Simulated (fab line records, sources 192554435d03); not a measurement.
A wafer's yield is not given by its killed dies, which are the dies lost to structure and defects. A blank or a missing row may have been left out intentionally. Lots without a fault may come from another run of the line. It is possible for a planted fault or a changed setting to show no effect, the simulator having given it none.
Which of the tools did it? / flow n5-finfet / Sampling: 9 lots, 26 wafers, 3 of 1938 route steps

== WHAT THE GAUGES SHOWED, per wafer ==
N5_BEOL_M0_CUTY_INSPECT_59: inspects for defects (macro).
lot=L201; measured=day 5 16:09; on=defect-inspect-01; raw-defect-count=1 5 0
lot=L202; measured=day 6 02:42; on=defect-inspect-01; raw-defect-count=1 1 0
lot=L203; measured=day 6 07:25; on=defect-inspect-01; raw-defect-count=0 3 0
lot=L209; measured=day 7 15:46; on=defect-inspect-02; raw-defect-count=3 26 2
lot=L211; measured=day 8 08:43; on=defect-inspect-01; raw-defect-count=1 29 1
lot=L217; measured=day 9 20:20; on=defect-inspect-01; raw-defect-count=0 3 0
lot=L219; measured=day 10 06:46; on=defect-inspect-02; raw-defect-count=2 2 2
lot=L221; measured=day 10 19:07; on=defect-inspect-02; raw-defect-count=4 2 2
lot=L223; measured=day 11 03:22; on=defect-inspect-02; raw-defect-count=2 2

== WHICH TOOL RAN EACH LOT (tool, then ch and the chambers of the sampled wafers, then the start) ==
lot=L201; N5_BEOL_M0_SAQP_SPACER2_ETCHBACK_27=rie-diel-06 ch 1,3, day 5 14:10; N5_BEOL_M0_SAQP_ALD_48=ald-sin-04 ch 1,3, day 5 15:05
lot=L202; N5_BEOL_M0_SAQP_SPACER2_ETCHBACK_27=rie-diel-04 ch 2,3, day 6 00:37; N5_BEOL_M0_SAQP_ALD_48=ald-sin-01 ch 0,3, day 6 01:38
lot=L203; N5_BEOL_M0_SAQP_SPACER2_ETCHBACK_27=rie-diel-02 ch 0,2,3, day 6 05:24; N5_BEOL_M0_SAQP_ALD_48=ald-sin-03 ch 0,1,2, day 6 06:19
lot=L209; N5_BEOL_M0_SAQP_SPACER2_ETCHBACK_27=rie-diel-02 ch 0,2,3, day 7 13:25; N5_BEOL_M0_SAQP_ALD_48=ald-sin-03 ch 0,2,3, day 7 14:42
lot=L211; N5_BEOL_M0_SAQP_SPACER2_ETCHBACK_27=rie-diel-02 ch 0,1,2, day 8 06:37; N5_BEOL_M0_SAQP_ALD_48=ald-sin-01 ch 2,3, day 8 07:46
lot=L217; N5_BEOL_M0_SAQP_SPACER2_ETCHBACK_27=rie-diel-04 ch 1,3, day 9 18:12; N5_BEOL_M0_SAQP_ALD_48=ald-sin-04 ch 0,1,3, day 9 19:23
lot=L219; N5_BEOL_M0_SAQP_SPACER2_ETCHBACK_27=rie-diel-04 ch 0,2,3, day 10 04:47; N5_BEOL_M0_SAQP_ALD_48=ald-sin-01 ch 2,3, day 10 05:42
lot=L221; N5_BEOL_M0_SAQP_SPACER2_ETCHBACK_27=rie-diel-06 ch 0,1,2, day 10 17:08; N5_BEOL_M0_SAQP_ALD_48=ald-sin-01 ch 1,2, day 10 18:03
lot=L223; N5_BEOL_M0_SAQP_SPACER2_ETCHBACK_27=rie-diel-06 ch 0,3, day 11 00:50; N5_BEOL_M0_SAQP_ALD_48=ald-sin-03 ch 0,1, day 11 02:25
- N5_BEOL_M0_SAQP_SPACER2_ETCHBACK_27: etches SiO2 in CHF3/O2, target depth 22.5 nm, time 11.25 s.
- N5_BEOL_M0_SAQP_ALD_48: deposits SiO2, target thk 20 nm, pulse time 1 s, co reactant pulse time 1 s.

== THE ANSWER, worked out from the rows above alone ==
Rule: usual is defined by the lots themselves. The widest of any qualifying gaps counts: lots, ordered by their means at a reading, are off when they make up no more than a third of the lots, leave a main group of 4 or more, and stand apart from it by 3 or more times the standard deviation of that group's means. Not used: any main group whose means are identical at the precision the tables above print for the reading. A lot without any number at a reading at which 4 lots or more have one is off too. The other lots that the step has rows for count as sound.
Off: L209, L211, at N5_BEOL_M0_CUTY_INSPECT_59 (raw-defect-count). Mean 1.6 and standard deviation 0.68 in the main group.
A tool fits if, at a process step before that reading, it ran every lot that is off, and no sound lot after the first of them. Those tools and the gauges at N5_BEOL_M0_CUTY_INSPECT_59 are tried in the same way. One fits: rie-diel-02 at N5_BEOL_M0_SAQP_SPACER2_ETCHBACK_27. Its last sound lot is L203 (day 6 05:24), its first lot that is off L209 (day 7 13:25): a fault that began between those two fits.

== WHAT THE SIMULATOR HAD INSERTED ==
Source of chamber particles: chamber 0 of rie-diel-02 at N5_BEOL_M0_SAQP_SPACER2_ETCHBACK_27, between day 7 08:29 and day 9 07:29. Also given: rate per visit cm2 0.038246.
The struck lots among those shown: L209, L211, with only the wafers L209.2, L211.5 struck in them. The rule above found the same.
